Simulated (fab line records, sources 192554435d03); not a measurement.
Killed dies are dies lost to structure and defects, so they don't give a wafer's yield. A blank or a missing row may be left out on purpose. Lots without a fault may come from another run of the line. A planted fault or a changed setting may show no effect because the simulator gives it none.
Chamber matching | flow n5_finfet | N5_BEOL_M3_STRIP_66 on rie_diel-03: 4 sister chambers
The step strips in CF4. 4 wafers are shown with their chamber, then 9 later ones without.

WAFERS WITH THEIR CHAMBER
wafer  | chamber | throttle_valve_pct (%)
L819.5 | 1       | 13.94
L820.5 | 0       | 13.75
L823.3 | 2       | 13.13
L823.4 | 3       | 12.99

WAFERS WITHOUT THEIR CHAMBER
wafer  | throttle_valve_pct (%)
L826.1 | 13.15
L826.4 | 13.95
L826.6 | 12.99
L827.1 | 13.98
L827.4 | 13.14
L827.6 | 13.15
L828.2 | 13.00
L828.5 | 13.77
L828.6 | 13.00

WHICH CHAMBER EACH WENT THROUGH
wafer  | from the rows above | in truth
L826.1 | 2                   | 2
L826.4 | 1                   | 1
L826.6 | 3                   | 3
L827.1 | 1                   | 1
L827.4 | 2                   | 2
L827.6 | 2                   | 2
L828.2 | 3                   | 3
L828.5 | 0                   | 0
L828.6 | 3                   | 3
Placed correctly: 9 of 9. Can't be placed from these rows: 0. Placed wrongly: 0.
How it was worked out, from the rows above alone: a wafer's distance from a chamber is the root of the sum, over the readings, of the square of ((its reading less the chamber's mean) divided by the reading's scatter). The wafer belongs to the nearest chamber; if the next one is less than 2 further off, it can't be placed. A chamber's mean is the mean of its shown wafers. The scatter: with one shown wafer a chamber, the root of the mean of the squares of how far each hidden wafer lies from its nearest shown one.
